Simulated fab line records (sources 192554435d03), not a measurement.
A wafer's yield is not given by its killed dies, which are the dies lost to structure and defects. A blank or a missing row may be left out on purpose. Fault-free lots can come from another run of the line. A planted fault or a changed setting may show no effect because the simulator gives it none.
fab line records ; flow n5_finfet
[record] lots = 11; wafers = 30; last_day = 18
route steps=1938 shown DUMMY_GATE@240 SPACER0@259 BEOL_M4@1111 PASSIVATION@1936
lots with no fault: from the same line, run without faults
start_h: hours from the record's first day to the start of the lot's first wafer shown ; wait_h: time in hours since the lot's previous step ; " the same as in the row above ; L1.1+2: one row covering several wafers at once ; - no value, or no start given ; * or withheld: withheld ; < > ~ a bound
route shown NAME@n: a module of which the file shows steps, and the number in the route of the first ; usual: the fault-free wafers' mean and standard deviation ; same: alike in all rows ; chamber/n: place in a boat ; sites: per-site readings ; _std_site: the standard deviation of these ; _edge_site: outer sites' mean less inner sites' ; radius_mm: for every site, how far away it sits from the centre of the wafer ; mask NAME#n: copy n ; behind: the most recent tool/chamber to have shaped the wafer ; hold: why the lot was held/for how many hours/how that ended ; device: whichever transistor did not switch (one of n, p or np) ; end of line: tests of these same wafers at the route's end ; a step given without rows: its recipe and nothing more ; killed: dies lost to structure and defects at the first sort, not the wafer's yield ; map: a wafer's dies, marking killed ones x, the rest . and places with no die _
set.NAME: setting as actually run; set.NAME@STEP: the setting as run at that earlier step ; model.NAME: the simulator's own value behind a step, which no gauge read
route steps across a sampled set of lots; one table per step, one row per wafer
services: the hour from which a tool's chamber was out of use, counted from the record's first day as start_h (under 0 if before that day), plus the number of hours and why
[[steps]]
[step N5_DUMMY_GATE_TRIM_49]
[recipe] chemistry = O2; resist = SOC; time_s = 29; target_cd_nm = 14; source_power_w = 300; bias_power_w = 0; O2_flow_sccm = 100; temp_c = 20
[usual] drypump_motor_current_A = 5.7/0.5; oes_product_au = 0.991/0.016; throttle_valve_pct = 8.14/0.1
lot.wafer;tool;chamber;start_h;wait_h;drypump_motor_current_A;oes_product_au;rf_hours_counter_h;throttle_valve_pct
L525.1;rie_si-06;1;46.34;0.0;6.5;0.990;182;8.28
L525.2;rie_si-06;0;46.34;0.0;5.4;0.988;72;8.15
L525.3;rie_si-06;2;46.34;0.0;5.1;1.019;164;8.14
L526.1;rie_si-06;3;52.78;0.0;6.2;0.987;173;8.22
L526.4;rie_si-06;2;52.78;0.0;5.1;1.007;164;8.16
L527.1;rie_si-06;0;57.89;0.0;5.4;0.994;72;8.15
L527.4;rie_si-06;1;57.89;0.0;6.5;0.983;182;8.31
L527.6;rie_si-06;3;57.89;0.0;6.2;0.983;-;8.21
L528.2;rie_si-06;2;66.08;0.0;5.1;1.011;164;8.15
L528.4;rie_si-06;0;66.08;0.0;5.4;0.995;72;8.14
L528.6;rie_si-06;3;66.08;0.0;6.2;0.995;-;8.19
L529.1;rie_si-03;0;72.37;0.0;6.3;0.984;44;8.30
L529.3;rie_si-03;3;72.37;0.0;4.9;1.004;188;8.16
L529.4;rie_si-03;1;72.37;0.0;5.8;0.980;9;8.14
L530.2;rie_si-06;3;76.59;0.0;6.3;0.998;174;8.21
L530.3;rie_si-06;2;76.59;0.0;5.1;1.011;164;8.14
L530.6;rie_si-06;0;76.59;0.0;5.4;0.989;-;8.15
L542.1;rie_si-06;0;149.68;0.0;5.5;0.983;74;8.15
L542.6;rie_si-06;2;149.68;0.0;5.1;1.006;-;8.15
L543.1;rie_si-01;3;154.65;0.0;5.5;1.001;116;8.06
L543.4;rie_si-01;2;154.65;0.0;5.7;0.992;169;8.09
L545.2;rie_si-01;1;166.31;0.0;5.8;0.959;8;7.93
L545.4;rie_si-01;1;166.31;0.0;5.8;0.962;-;7.92
L545.6;rie_si-01;2;166.31;0.0;5.7;0.997;-;8.06
L546.3;rie_si-01;2;175.53;0.0;5.6;0.991;169;8.08
L546.4;rie_si-01;3;175.53;0.0;5.5;1.007;-;8.04
L546.6;rie_si-01;2;175.53;0.0;5.7;0.996;-;8.08
L547.1;rie_si-06;2;178.38;0.0;5.1;1.019;166;8.15
L547.5;rie_si-06;0;178.38;0.0;5.4;0.997;-;8.16
L547.6;rie_si-06;1;178.38;0.0;6.5;1.000;-;8.29
[step N5_DUMMY_GATE_INSPECT_27]
[recipe] inspect_instrument = brightfield; mode = aei
[usual] raw_defect_count = 293/75
lot.wafer;tool;chamber;start_h;wait_h;raw_defect_count
L525.1;defect_inspect-02;-;47.26;0.0;489
L525.2;defect_inspect-02;-;47.26;0.0;371
L525.3;defect_inspect-02;-;47.26;0.0;444
L526.1;defect_inspect-01;-;53.87;0.0;437
L526.4;defect_inspect-01;-;53.87;0.0;286
L527.1;defect_inspect-02;-;58.88;0.0;386
L527.4;defect_inspect-02;-;58.88;0.0;328
L527.6;defect_inspect-02;-;58.88;0.0;441
L528.2;defect_inspect-01;-;67.03;0.0;395
L528.4;defect_inspect-01;-;67.03;0.0;403
L528.6;defect_inspect-01;-;67.03;0.0;246
L529.1;defect_inspect-02;-;73.41;0.0;253
L529.3;defect_inspect-02;-;73.41;0.0;269
L529.4;defect_inspect-02;-;73.41;0.0;252
L530.2;defect_inspect-01;-;77.55;0.0;192
L530.3;defect_inspect-01;-;77.55;0.0;262
L530.6;defect_inspect-01;-;77.55;0.0;289
L542.1;defect_inspect-01;-;150.98;0.0;297
L542.6;defect_inspect-01;-;150.98;0.0;195
L543.1;defect_inspect-01;-;155.57;0.0;226
L543.4;defect_inspect-01;-;155.57;0.0;246
L545.2;defect_inspect-01;-;167.41;0.0;356
L545.4;defect_inspect-01;-;167.41;0.0;320
L545.6;defect_inspect-01;-;167.41;0.0;231
L546.3;defect_inspect-02;-;176.58;0.0;249
L546.4;defect_inspect-02;-;176.58;0.0;203
L546.6;defect_inspect-02;-;176.58;0.0;185
L547.1;defect_inspect-02;-;179.59;0.0;419
L547.5;defect_inspect-02;-;179.59;0.0;244
L547.6;defect_inspect-02;-;179.59;0.0;275
[step N5_SPACER0_ALD_00]
[recipe] material = SiOCN; target_thk_a = 35; temp_c = 400; ald_precursor_family = alkyl-aminosilane; ald_co_reactant = O2/N2-plasma; pulse_time_s = 3; purge_time_s = 2; co_reactant_purge_time_s = 2; ald_cycles = 58; pressure_torr = 2
[usual] ald_cycles = 58/0; heater_power_w = 844/110; precursor_pulse_height_rel = 1.000/0.02
lot.wafer;tool;chamber;start_h;wait_h;ald_cycles;heater_power_w;precursor_pulse_height_rel
L525.1;ald_sin-03;1;47.45;0.1;58;655;0.982
L525.2;ald_sin-03;2;47.45;0.1;58;840;0.995
L525.3;ald_sin-03;3;47.45;0.1;58;888;1.005
L526.1;ald_sin-01;1;54.06;0.1;58;903;0.977
L526.4;ald_sin-01;2;54.06;0.1;58;762;1.010
L527.1;ald_sin-01;2;59.25;0.1;58;728;0.995
L527.4;ald_sin-01;0;59.25;0.1;58;809;0.986
L527.6;ald_sin-01;3;59.25;0.1;58;1028;1.028
L528.2;ald_sin-04;0;67.21;0.1;58;701;1.022
L528.4;ald_sin-04;3;67.21;0.1;58;865;1.021
L528.6;ald_sin-04;2;67.21;0.1;58;756;0.982
L529.1;ald_sin-04;0;73.59;0.1;58;726;0.990
L529.3;ald_sin-04;1;73.59;0.1;58;1015;1.051
L529.4;ald_sin-04;3;73.59;0.1;58;860;1.027
L530.2;ald_sin-01;3;78.00;0.1;58;1009;0.958
L530.3;ald_sin-01;1;78.00;0.1;58;878;1.015
L530.6;ald_sin-01;2;78.00;0.1;58;748;0.978
L542.1;ald_sin-01;1;151.17;0.1;65;863;1.006
L542.6;ald_sin-01;3;151.17;0.1;65;961;1.031
L543.1;ald_sin-01;1;155.76;0.1;65;837;1.004
L543.4;ald_sin-01;3;155.76;0.1;58;963;1.035
L545.2;ald_sin-04;0;167.60;0.1;58;725;1.012
L545.4;ald_sin-04;2;167.60;0.1;58;779;1.006
L545.6;ald_sin-04;2;167.60;0.1;58;811;0.964
L546.3;ald_sin-04;0;177.94;0.1;58;740;1.012
L546.4;ald_sin-04;1;177.94;0.1;58;1005;0.965
L546.6;ald_sin-04;0;177.94;0.1;58;723;0.996
L547.1;ald_sin-04;2;179.77;0.1;58;771;1.029
L547.5;ald_sin-04;3;179.77;0.1;58;881;0.996
L547.6;ald_sin-04;0;179.77;0.1;58;749;1.009
[step N5_SPACER0_INSPECT_04]
[recipe] inspect_instrument = darkfield; mode = post_dep
[usual] raw_defect_count = 133/28
lot.wafer;tool;chamber;start_h;wait_h;raw_defect_count
L525.1;defect_inspect-02;-;47.87;0.1;192
L525.2;defect_inspect-02;-;47.87;0.1;126
L525.3;defect_inspect-02;-;47.87;0.1;178
L526.1;defect_inspect-02;-;54.48;0.1;162
L526.4;defect_inspect-02;-;54.48;0.1;110
L527.1;defect_inspect-01;-;59.68;0.1;156
L527.4;defect_inspect-01;-;59.68;0.1;149
L527.6;defect_inspect-01;-;59.68;0.1;162
L528.2;defect_inspect-01;-;67.63;0.1;156
L528.4;defect_inspect-01;-;67.63;0.1;154
L528.6;defect_inspect-01;-;67.63;0.1;104
L529.1;defect_inspect-01;-;74.01;0.1;131
L529.3;defect_inspect-01;-;74.01;0.1;111
L529.4;defect_inspect-01;-;74.01;0.1;135
L530.2;defect_inspect-02;-;78.41;0.1;104
L530.3;defect_inspect-02;-;78.41;0.1;133
L530.6;defect_inspect-02;-;78.41;0.1;129
L542.1;defect_inspect-02;-;151.58;0.1;137
L542.6;defect_inspect-02;-;151.58;0.1;111
L543.1;defect_inspect-02;-;156.18;0.1;110
L543.4;defect_inspect-02;-;156.18;0.1;123
L545.2;defect_inspect-01;-;168.01;0.1;153
L545.4;defect_inspect-01;-;168.01;0.1;165
L545.6;defect_inspect-01;-;168.01;0.1;113
L546.3;defect_inspect-01;-;178.36;0.1;150
L546.4;defect_inspect-01;-;178.36;0.1;112
L546.6;defect_inspect-01;-;178.36;0.1;85
L547.1;defect_inspect-02;-;180.19;0.1;193
L547.5;defect_inspect-02;-;180.19;0.1;111
L547.6;defect_inspect-02;-;180.19;0.1;123
[step N5_BEOL_M4_RC_MEAS_101]
[usual] DIBL_N = 36.6/2.3; DIBL_P = 36.3/2.8; IOFF_N = 0.17/0.047; IOFF_P = 0.22/0.048; ION_N = 676/14; ION_P = 463/9.4; SS_N = 71.6/0.84; SS_P = 73.4/0.85; VT_N = 249/3.7; VT_P = -249/3.6
lot.wafer;tool;chamber;start_h;wait_h;DIBL_N[mV/V];DIBL_P[mV/V];IOFF_N[nA/um];IOFF_P[nA/um];ION_N[uA/um];ION_P[uA/um];SS_N[mV/dec];SS_P[mV/dec];VT_N[mV];VT_P[mV]
L525.1;prober-02;0;167.15;0.0;35.1;32.6;0.15;0.18;667;461;72.0;73.0;249;-249
L525.2;prober-02;0;167.15;0.0;34.6;33.7;0.13;0.18;679;470;70.9;71.8;253;-249
L525.3;prober-02;0;167.15;0.0;37.2;37.4;0.18;0.24;674;467;71.3;73.8;248;-248
L527.1;prober-02;0;172.33;0.0;39.8;40.1;0.27;0.34;711;485;72.3;74.3;239;-244
L527.4;prober-02;0;172.33;0.0;37.6;37.1;0.19;0.26;672;471;71.8;73.2;248;-245
L527.6;prober-02;0;172.33;0.0;38.7;38.1;0.21;0.27;676;470;71.5;73.4;245;-247
L526.1;prober-01;0;179.42;0.0;36.9;36.2;0.16;0.22;660;461;71.9;73.2;249;-249
L526.4;prober-01;0;179.42;0.0;35.2;33.8;0.14;0.19;671;462;71.6;72.3;254;-254
L528.2;prober-01;0;183.49;0.2;40.4;40.0;0.26;0.29;687;462;72.7;74.0;244;-246
L528.4;prober-01;0;183.49;0.2;39.9;40.6;0.26;0.30;703;478;72.6;74.3;241;-244
L528.6;prober-01;0;183.49;0.2;40.9;40.4;0.29;0.29;703;477;72.7;73.8;242;-245
L529.1;prober-02;0;188.09;0.0;36.2;36.8;0.14;0.19;661;457;70.4;74.2;252;-254
L529.3;prober-02;0;188.09;0.0;36.8;38.0;0.16;0.21;674;462;71.6;73.8;249;-251
L529.4;prober-02;0;188.09;0.0;40.1;39.1;0.21;0.23;681;452;71.8;74.6;246;-253
L530.2;prober-02;0;196.44;0.2;36.7;35.6;0.17;0.20;669;450;71.4;73.6;249;-253
L530.3;prober-02;0;196.44;0.2;36.6;36.1;0.17;0.21;667;458;71.7;72.8;250;-249
L530.6;prober-02;0;196.44;0.2;37.7;37.9;0.21;0.23;677;460;72.2;74.1;247;-251
L542.1;prober-02;0;265.61;0.0;37.0;39.1;0.19;0.26;672;463;71.9;74.2;245;-245
L542.6;prober-02;0;265.61;0.0;40.2;41.6;0.27;0.31;670;457;72.9;75.4;243;-244
L543.1;prober-01;0;273.59;0.0;33.0;33.7;0.11;0.16;666;459;70.0;72.5;252;-256
L543.4;prober-01;0;273.59;0.0;36.1;36.4;0.16;0.22;679;466;71.5;73.1;250;-250
L546.3;prober-02;0;291.28;0.3;36.4;35.4;0.16;0.19;668;458;71.6;72.9;250;-252
L546.4;prober-02;0;291.28;0.3;34.7;33.0;0.13;0.17;688;471;71.2;72.6;250;-251
L546.6;prober-02;0;291.28;0.3;36.7;35.2;0.16;0.20;681;469;71.7;73.6;252;-248
L545.2;prober-02;0;295.01;0.2;35.8;32.8;0.16;0.16;665;450;71.0;72.8;249;-256
L545.4;prober-02;0;295.01;0.2;35.3;35.1;0.15;0.19;659;446;71.2;72.9;247;-252
L545.6;prober-02;0;295.01;0.2;33.0;32.1;0.12;0.16;671;462;71.2;71.8;252;-254
L547.1;prober-01;0;309.81;0.0;40.5;41.1;0.25;0.29;671;459;72.9;75.4;244;-249
L547.5;prober-01;0;309.81;0.0;39.5;40.5;0.24;0.27;674;458;72.5;74.9;243;-250
L547.6;prober-01;0;309.81;0.0;38.0;36.5;0.18;0.21;674;455;72.3;74.3;248;-253
[step N5_PASSIVATION_PROBE_49]
[usual] defect_limited_yield = 91.5/1.5; killed_at_M0_to_M3 = 33/9.9; killed_at_M4_up = 14/5.2; killed_at_contacts = 11/5.2; killed_at_front_end = 38/10; killed_at_other = 4/3.5; killed_dies = 100/18; killed_on_rim = 13/4.1; killed_open = 66/14; killed_short = 32/6.9; sort_bin_5_function = 5.0/1; sort_bin_6_memory = 3.1/0.69; sort_n_pass = 1080/18; sort_yield_pct = 91.5/1.5
[same] gross_dies = 1180; killed_at_back_side = 0; sort_bin_4_leakage[%] = 0; sort_bin_8_speed[%] = 0
lot.wafer;tool;chamber;start_h;wait_h;defect_limited_yield[%];killed_at_M0_to_M3;killed_at_M4_up;killed_at_contacts;killed_at_front_end;killed_at_other;killed_dies;killed_on_rim;killed_open;killed_short;sort_bin_5_function[%];sort_bin_6_memory[%];sort_n_pass;sort_yield_pct[%]
L529.1;prober-01;-;297.51;0.0;92.7;23;8;14;37;4;86;6;57;28;4.6;2.5;1094;92.7
L529.3;prober-01;-;297.61;0.1;91.0;36;16;21;32;1;106;14;72;34;5.8;3.0;1074;91.0
L529.4;prober-01;-;297.66;0.2;92.0;37;11;13;28;5;94;12;60;34;4.7;2.8;1086;92.0
L542.6;prober-02;-;405.08;0.3;90.5;43;15;10;43;1;112;14;60;40;5.2;3.4;1068;90.5
// killed by level:class
L529.1 MOL_CONTACT_COAG:geometric_particle:open=10 FIN_SAQP:geometric_particle:open=9 BEOL_M0_SAQP:geometric_particle:open=7 BEOL_M0_SAQP:geometric_particle:short=7 GATE_CUT:geometric_particle:open=6 STARTING-WAFER:geometric_particle:short=6 BEOL_M2:geometric_particle:open=5 DUMMY_GATE:geometric_particle:open=4
L529.3 MOL_CONTACT_COAG:geometric_particle:open=17 BEOL_M1:geometric_particle:open=10 FIN_SAQP:geometric_particle:short=9 BEOL_M0_SAQP:geometric_particle:short=7 DUMMY_GATE:geometric_particle:open=6 BEOL_M0_SAQP:geometric_particle:open=5 BEOL_M0:geometric_particle:open=5 BEOL_M4:geometric_particle:open=5
L529.4 MOL_CONTACT_COAG:geometric_particle:open=9 BEOL_M0_SAQP:geometric_particle:open=9 BEOL_M2:geometric_particle:open=9 BEOL_M0_SAQP:geometric_particle:short=7 GATE_CUT:geometric_particle:short=6 BEOL_M1:geometric_particle:open=6 FIN_SAQP:geometric_particle:short=4 STI_FIN_REVEAL:geometric_particle:open=4
L542.6 BEOL_M0_SAQP:geometric_particle:short=13 FIN_SAQP:geometric_particle:open=11 STI_FIN_REVEAL:geometric_particle:open=11 HKMG_FIN:area_etch=10 BEOL_M2:geometric_particle:short=9 MOL_CONTACT_COAG:geometric_particle:open=8 BEOL_M0_SAQP:geometric_particle:open=7 BEOL_M2:geometric_particle:open=7
[[services]]
tool;chamber;start_h;hours;kind
ald_sin-03;2;41.82;1.9;repair
ald_sin-04;-;58.01;2.8;pm
rie_si-06;3;71.62;4.1;repair
ald_sin-03;0;78.90;2.7;repair
ald_sin-01;-;87.93;14.0;pm
ald_sin-01;0;87.93;14.0;vent_cycle
ald_sin-01;1;87.93;14.0;vent_cycle
ald_sin-01;2;87.93;14.0;vent_cycle
ald_sin-01;3;87.93;14.0;vent_cycle
ald_sin-04;2;88.36;10.2;repair
ald_sin-04;1;99.13;18.3;repair
ald_sin-01;0;101.93;-;clean
ald_sin-01;1;101.93;-;clean
ald_sin-01;2;101.93;-;clean
ald_sin-01;3;101.93;-;clean
rie_si-03;3;114.12;4.9;repair
rie_si-03;0;118.11;3.2;repair
ald_sin-01;0;130.86;4.6;repair
rie_si-03;2;132.23;11.3;repair
ald_sin-03;0;136.85;2.9;repair
rie_si-01;2;170.66;2.3;repair
ald_sin-03;1;174.75;4.0;repair
ald_sin-03;-;178.04;14.0;pm
rie_si-06;2;178.64;3.3;repair
[[key]]
[first_sign] step = N5_SPACER0_ALD_00; reading = ald_cycles; direction = up; sigmas = 99+; usual = *; struck = *
effect none on later readings
met_at N5_SPACER0_ALD_00
struck_lots L542,L543
struck_wafers L542.1,L542.6,L543.1
[baseline_loss] step = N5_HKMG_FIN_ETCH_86; wafers = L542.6
not_acting_at N5_DUMMY_GATE_TRIM_49,N5_DUMMY_GATE_INSPECT_27,N5_SPACER0_INSPECT_04
onset_between 78.00 151.17
[fault] kind = process_parameter_drift; tool = ald_sin-01; chamber = -; onset_h = 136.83; steps = N5_SPACER0_ALD_00; channel = ald_cycles; offset = *; shape = step; end_h = 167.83; scope = struck_wafers_only; acts_in = *; stated = *
// baseline_loss: these wafers lose ten dies or more at that step, a loss of the line's own and not of a fault; the sort's usual values leave them out
